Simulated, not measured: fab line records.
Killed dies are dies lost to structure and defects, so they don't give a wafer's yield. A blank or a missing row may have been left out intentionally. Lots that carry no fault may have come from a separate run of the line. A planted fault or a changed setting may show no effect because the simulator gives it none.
Tool commonality check :: flow nandHarc :: Lots sampled 13, wafers sampled 39

## THE REASON FOR OPENING IT
At NHARC_A_ONON_D1_THK_MEAS_08 the reading thkNm is flagged on 2 of 13 lots. Wafers without a fault read 998 nm, standard deviation 13.
Rule: flag the lot when none of its wafers has a number, or when each of its wafers that has one lies beyond 4 standard deviations from that mean. The other lots count as sound.

lot: L775
measured: day 7 12:01
on: filmMetro-02
thkNm (nm), wafer by wafer: 1011 1011 1011
flag: 

lot: L778
measured: day 8 20:38
on: filmMetro-02
thkNm (nm), wafer by wafer: 987 988 988
flag: 

lot: L779
measured: day 9 16:22
on: filmMetro-02
thkNm (nm), wafer by wafer: 1030 1032 1029
flag: 

lot: L782
measured: day 10 06:56
on: filmMetro-01
thkNm (nm), wafer by wafer: 996 998 996
flag: 

lot: L781
measured: day 10 06:56
on: filmMetro-02
thkNm (nm), wafer by wafer: 971 970 970
flag: 

lot: L783
measured: day 11 03:07
on: filmMetro-02
thkNm (nm), wafer by wafer: 990 990 988
flag: 

lot: L784
measured: day 11 07:03
on: filmMetro-01
thkNm (nm), wafer by wafer: 996 995 996
flag: 

lot: L785
measured: day 12 02:22
on: filmMetro-02
thkNm (nm), wafer by wafer: 979 979 980
flag: 

lot: L786
measured: day 12 06:38
on: filmMetro-01
thkNm (nm), wafer by wafer: 1001 1002 1001
flag: 

lot: L787
measured: day 13 01:22
on: filmMetro-02
thkNm (nm), wafer by wafer: 995 996 996
flag: 

lot: L788
measured: day 13 04:53
on: filmMetro-02
thkNm (nm), wafer by wafer: 993 993 992
flag: 

lot: L795
measured: day 16 00:02
on: filmMetro-01
thkNm (nm), wafer by wafer: 1820 1818 1818
flag: FLAGGED

lot: L797
measured: day 16 22:17
on: filmMetro-01
thkNm (nm), wafer by wafer: 1813 1813 1814
flag: FLAGGED
The numbers of the flagged lots are 1816 nm on average: +818 nm against the usual, or +63 standard deviations.

## WHICH TOOL EACH LOT WENT THROUGH
Before the reading, the record contains 2 process steps out of a 1302-step route. Every cell lists first the tool, next ch and the chambers used by the sampled wafers, and last the start.
lot: L775
flag: 
NHARC_P_M2_PRE_CLEAN_32: pecvd-02 ch 0,1,2, day 6 07:08
NHARC_A_ONON_D1_DEP_06: pecvdOnon-04 ch 0, day 7 11:41

lot: L778
flag: 
NHARC_P_M2_PRE_CLEAN_32: pecvd-01 ch 0,1,2, day 7 13:21
NHARC_A_ONON_D1_DEP_06: pecvdOnon-04 ch 0, day 8 20:08

lot: L779
flag: 
NHARC_P_M2_PRE_CLEAN_32: pecvd-04 ch 0,2, day 8 07:11
NHARC_A_ONON_D1_DEP_06: pecvdOnon-01 ch 0, day 9 15:51

lot: L782
flag: 
NHARC_P_M2_PRE_CLEAN_32: pecvd-02 ch 0,1,2, day 9 05:01
NHARC_A_ONON_D1_DEP_06: pecvdOnon-01 ch 0, day 10 06:25

lot: L781
flag: 
NHARC_P_M2_PRE_CLEAN_32: pecvd-04 ch 0,1,2, day 9 01:47
NHARC_A_ONON_D1_DEP_06: pecvdOnon-02 ch 0, day 10 06:28

lot: L783
flag: 
NHARC_P_M2_PRE_CLEAN_32: pecvd-02 ch 0,2, day 9 20:16
NHARC_A_ONON_D1_DEP_06: pecvdOnon-01 ch 0, day 11 02:39

lot: L784
flag: 
NHARC_P_M2_PRE_CLEAN_32: pecvd-04 ch 0,1, day 10 02:30
NHARC_A_ONON_D1_DEP_06: pecvdOnon-02 ch 0, day 11 06:32

lot: L785
flag: 
NHARC_P_M2_PRE_CLEAN_32: pecvd-04 ch 0,1,2, day 10 22:09
NHARC_A_ONON_D1_DEP_06: pecvdOnon-04 ch 0, day 12 01:54

lot: L786
flag: 
NHARC_P_M2_PRE_CLEAN_32: pecvd-04 ch 0,2, day 11 00:38
NHARC_A_ONON_D1_DEP_06: pecvdOnon-04 ch 0, day 12 06:14

lot: L787
flag: 
NHARC_P_M2_PRE_CLEAN_32: pecvd-02 ch 0,2, day 11 17:53
NHARC_A_ONON_D1_DEP_06: pecvdOnon-01 ch 0, day 13 00:56

lot: L788
flag: 
NHARC_P_M2_PRE_CLEAN_32: pecvd-02 ch 0,1,2, day 11 23:55
NHARC_A_ONON_D1_DEP_06: pecvdOnon-04 ch 0, day 13 04:23

lot: L795
flag: FLAGGED
NHARC_P_M2_PRE_CLEAN_32: pecvd-02 ch 0,1,2, day 14 20:31
NHARC_A_ONON_D1_DEP_06: pecvdOnon-04 ch 0, day 15 23:35

lot: L797
flag: FLAGGED
NHARC_P_M2_PRE_CLEAN_32: pecvd-04 ch 0,1,2, day 15 17:22
NHARC_A_ONON_D1_DEP_06: pecvdOnon-04 ch 0, day 16 21:47
These steps, and what they do:
- NHARC_P_M2_PRE_CLEAN_32: time 12 s.
- NHARC_A_ONON_D1_DEP_06: target thk 1000 nm.
- NHARC_A_ONON_D1_THK_MEAS_08: measures by ellipsometry.

## FLAGGED OVER TOTAL, TOOL BY TOOL (the gauges that took the reading come last)
step: NHARC_P_M2_PRE_CLEAN_32
tool: pecvd-01
lots run: 1
flagged: 0
share of the flagged lots: none
sound lots run after its first flagged lot: -

step: NHARC_P_M2_PRE_CLEAN_32
tool: pecvd-02
lots run: 6
flagged: 1
share of the flagged lots: some
sound lots run after its first flagged lot: 0

step: NHARC_P_M2_PRE_CLEAN_32
tool: pecvd-04
lots run: 6
flagged: 1
share of the flagged lots: some
sound lots run after its first flagged lot: 0

step: NHARC_A_ONON_D1_DEP_06
tool: pecvdOnon-01
lots run: 4
flagged: 0
share of the flagged lots: none
sound lots run after its first flagged lot: -

step: NHARC_A_ONON_D1_DEP_06
tool: pecvdOnon-02
lots run: 2
flagged: 0
share of the flagged lots: none
sound lots run after its first flagged lot: -

step: NHARC_A_ONON_D1_DEP_06
tool: pecvdOnon-04
lots run: 7
flagged: 2
share of the flagged lots: all
sound lots run after its first flagged lot: 0

step: NHARC_A_ONON_D1_THK_MEAS_08
tool: filmMetro-01
lots run: 5
flagged: 2
share of the flagged lots: all
sound lots run after its first flagged lot: 0

step: NHARC_A_ONON_D1_THK_MEAS_08
tool: filmMetro-02
lots run: 8
flagged: 0
share of the flagged lots: none
sound lots run after its first flagged lot: -

## WHAT IS ALLOWED BY THE TABLE
Table rows that saw every flagged lot: 2, namely pecvdOnon-04 at NHARC_A_ONON_D1_DEP_06 and filmMetro-01 at NHARC_A_ONON_D1_THK_MEAS_08.
- pecvdOnon-04 at NHARC_A_ONON_D1_DEP_06 ran 7 lots, 2 of them flagged. Last sound lot L788 at day 13 04:23, first flagged lot L795 at day 15 23:35; a fault beginning in between fits.
- filmMetro-01 at NHARC_A_ONON_D1_THK_MEAS_08 ran 5 lots, 2 of them flagged. Last sound lot L786 at day 12 06:38, first flagged lot L795 at day 16 00:02; a fault beginning in between fits.
These 2 tools cannot be told apart by counting lots, since each of them fits a fault that started at some hour. More lots, or a look at what each step does to the wafer, might.

## WHAT WAS PUT IN BY THE SIMULATOR
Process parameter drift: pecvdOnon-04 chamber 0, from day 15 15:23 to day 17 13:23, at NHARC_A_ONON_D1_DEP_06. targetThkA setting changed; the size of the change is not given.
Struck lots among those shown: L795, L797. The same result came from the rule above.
